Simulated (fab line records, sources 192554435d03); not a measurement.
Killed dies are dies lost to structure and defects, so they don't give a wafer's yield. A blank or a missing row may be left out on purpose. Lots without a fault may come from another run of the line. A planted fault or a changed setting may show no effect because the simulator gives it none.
Chamber matching | flow n5_finfet | N5_PMOS_HMC_CHANNEL_EPI_FIN_RECESS_16 on rie_si-01: 4 sister chambers
The step chemistry HBr/Cl2, target Si, target depth 54 nm, time 18 s. 14 wafers are shown with their chamber, then 6 later ones without.

WAFERS WITH THEIR CHAMBER
wafer  | chamber | drypump_motor_current_A (A) | throttle_valve_pct (%) | oes_product_au (a.u.)
L143.2 | 2       | 5.35                        | 36.5                   | 0.993
L143.3 | 0       | 5.52                        | 35.7                   | 1.008
L143.5 | 0       | 5.54                        | 35.7                   | 1.017
L147.1 | 2       | 5.35                        | 36.5                   | 0.986
L147.4 | 0       | 5.53                        | 35.6                   | 1.024
L154.3 | 1       | 4.85                        | 36.2                   | 0.982
L154.4 | 3       | 5.55                        | 35.3                   | 1.018
L154.5 | 3       | 5.53                        | 35.3                   | 1.003
L162.1 | 0       | 5.55                        | 35.6                   | 1.010
L162.2 | 3       | 5.52                        | 35.3                   | 1.021
L162.5 | 3       | 5.52                        | 35.3                   | 1.026
L163.1 | 0       | 5.55                        | 35.7                   | 1.011
L163.3 | 3       | 5.52                        | 35.3                   | 1.015
L163.5 | 0       | 5.54                        | 35.7                   | 1.010

SIGNATURES (means of the wafers above)
reading                 | chamber 0 | chamber 1 | chamber 2 | chamber 3 | scatter within a chamber
drypump_motor_current_A | 5.5383    | 4.8500    | 5.3500    | 5.5280    | 0.0117
throttle_valve_pct      | 35.667    | 36.200    | 36.500    | 35.300    | 0.0365
oes_product_au          | 1.01333   | 0.98200   | 0.98950   | 1.01660   | 0.00711
Rule: a wafer's distance from a chamber is the root of the sum, over the readings, of the square of ((its reading less the chamber's mean) divided by the reading's scatter). The wafer belongs to the nearest chamber; if the next one is less than 2 further off, it can't be placed. The scatter: the root of (the sum of the squares of (reading less its chamber's mean) over the shown wafers, divided by (wafers less chambers)).

WAFERS WITHOUT THEIR CHAMBER
wafer  | drypump_motor_current_A (A) | throttle_valve_pct (%) | oes_product_au (a.u.)
L165.3 | 5.54                        | 35.7                   | 1.001
L165.5 | 4.87                        | 36.2                   | 0.972
L165.6 | 5.54                        | 35.7                   | 0.997
L166.2 | 4.82                        | 36.2                   | 0.984
L166.3 | 5.53                        | 35.7                   | 1.005
L166.5 | 5.34                        | 36.5                   | 0.988

WHICH CHAMBER EACH WENT THROUGH
wafer  | from the rows above | in truth
L165.3 | 0                   | 0
L165.5 | 1                   | 1
L165.6 | 0                   | 0
L166.2 | 1                   | 1
L166.3 | 0                   | 0
L166.5 | 2                   | 2
Placed correctly: 6 of 6. Can't be placed from these rows: 0. Placed wrongly: 0.
